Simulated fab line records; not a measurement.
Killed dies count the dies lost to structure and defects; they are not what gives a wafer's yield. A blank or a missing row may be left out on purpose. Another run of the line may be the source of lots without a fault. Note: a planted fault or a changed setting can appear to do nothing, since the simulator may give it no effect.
One fault through the eyes of 2 desks || flow nand-harc || each desk has only its own numbers; what lay behind them comes last

== AT THE METROLOGY DESK ==
Lot by lot, what the gauges showed, no matter which tool ran the lot: averages of those sampled wafers that carry a number. Any lot whose mean is over 4 standard deviations away from the usual mean is out of limits and marked OUT; that distance is given in the brackets.
Columns: A = overlay-x-nm at NHARC_A_M1_OVL_MEAS_10, usual 0.0 nm; B = overlay-y-nm at NHARC_A_M1_OVL_MEAS_10, usual 0.1 nm
{"lot": "L483", "first seen here": "day 17 22:19", "A": -0.3, "B": 0.9}
{"lot": "L482", "first seen here": "day 18 04:13", "A": 0.9, "B": 1.1}
{"lot": "L486", "first seen here": "day 18 04:56", "A": 1.1, "B": 0.4}
{"lot": "L487", "first seen here": "day 18 14:56", "A": 0.8, "B": -1.7}
{"lot": "L484", "first seen here": "day 18 20:47", "A": 1.2, "B": -0.2}
{"lot": "L488", "first seen here": "day 19 09:53", "A": -0.6, "B": 0.1}
{"lot": "L489", "first seen here": "day 19 16:12", "A": 0.6, "B": 0.8}
{"lot": "L490", "first seen here": "day 20 08:32", "A": -1.0, "B": 0.7}
{"lot": "L494", "first seen here": "day 21 20:18", "A": -0.6, "B": -0.4}
{"lot": "L499", "first seen here": "day 21 21:23", "A": 1.0, "B": 1.4}
{"lot": "L500", "first seen here": "day 21 21:33", "A": -0.9, "B": -0.7}
{"lot": "L502", "first seen here": "day 22 11:23", "A": 0.6, "B": -0.2}
{"lot": "L501", "first seen here": "day 23 01:47", "A": 0.7, "B": -0.2}
Finding of this desk: none of the 13 lots has anything out of limits.

== THE TOOL OWNER'S DESK: rie-diel-02 ==
The tool's own readings at NHARC_HYBRID_BOND_ACTIVATE_00 (chemistry N2, time 60 s): means of the sampled wafers that have a number, for each lot that ran on this tool. Any lot whose mean is over 4 standard deviations away from the usual mean is out of limits and marked OUT; that distance is given in the brackets.
Columns: A = drypump-motor-current-A at NHARC_HYBRID_BOND_ACTIVATE_00, usual 5.9 A; B = oes-product-au at NHARC_HYBRID_BOND_ACTIVATE_00, usual 0.998 a.u.; C = rf-vpp-V at NHARC_HYBRID_BOND_ACTIVATE_00, usual 64.1 V; D = run-length-s at NHARC_HYBRID_BOND_ACTIVATE_00, usual 81.4 s; E = showerhead-plenum-p-Torr at NHARC_HYBRID_BOND_ACTIVATE_00, usual 1.76 Torr
{"lot": "L483", "first seen here": "day 18 06:15", "A": 5.5, "B": 0.987, "C": 64.7, "D": 81.8, "E": 1.84}
{"lot": "L487", "first seen here": "day 18 22:42", "A": 6.1, "B": 0.999, "C": 63.8, "D": 81.8, "E": 1.72}
{"lot": "L484", "first seen here": "day 19 04:09", "A": 6.2, "B": 1.005, "C": 64.1, "D": 81.5, "E": 1.72}
{"lot": "L489", "first seen here": "day 20 00:08", "A": 6.4, "B": 1.004, "C": 63.8, "D": 81.5, "E": 1.71}
{"lot": "L490", "first seen here": "day 20 17:01", "A": 6.2, "B": 1.006, "C": 64.2, "D": "76.2 (-11) OUT", "E": 1.65}
Finding of this desk: L490 out of limits; the first was L490 at day 20 17:01, on run-length-s at NHARC_HYBRID_BOND_ACTIVATE_00. L483, L487, L484, L489: within limits.

== BROUGHT TOGETHER ==
The tool owner's desk could have raised an alarm at day 20 17:01, on L490.
Metrology desk: nothing out of limits seen.
The metrology desk holds a record of L490, inside its limits.
Every lot named ran NHARC_HYBRID_BOND_ACTIVATE_00 on rie-diel-02.

== WHAT THE SIMULATOR HAD PUT IN ==
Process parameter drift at NHARC_HYBRID_BOND_ACTIVATE_00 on rie-diel-02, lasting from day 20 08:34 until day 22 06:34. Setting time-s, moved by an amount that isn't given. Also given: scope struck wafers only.
Lots struck among those shown: L490.
Delay in hours, fault start to first out-of-limits reading, by desk: the tool owner's desk at 8.
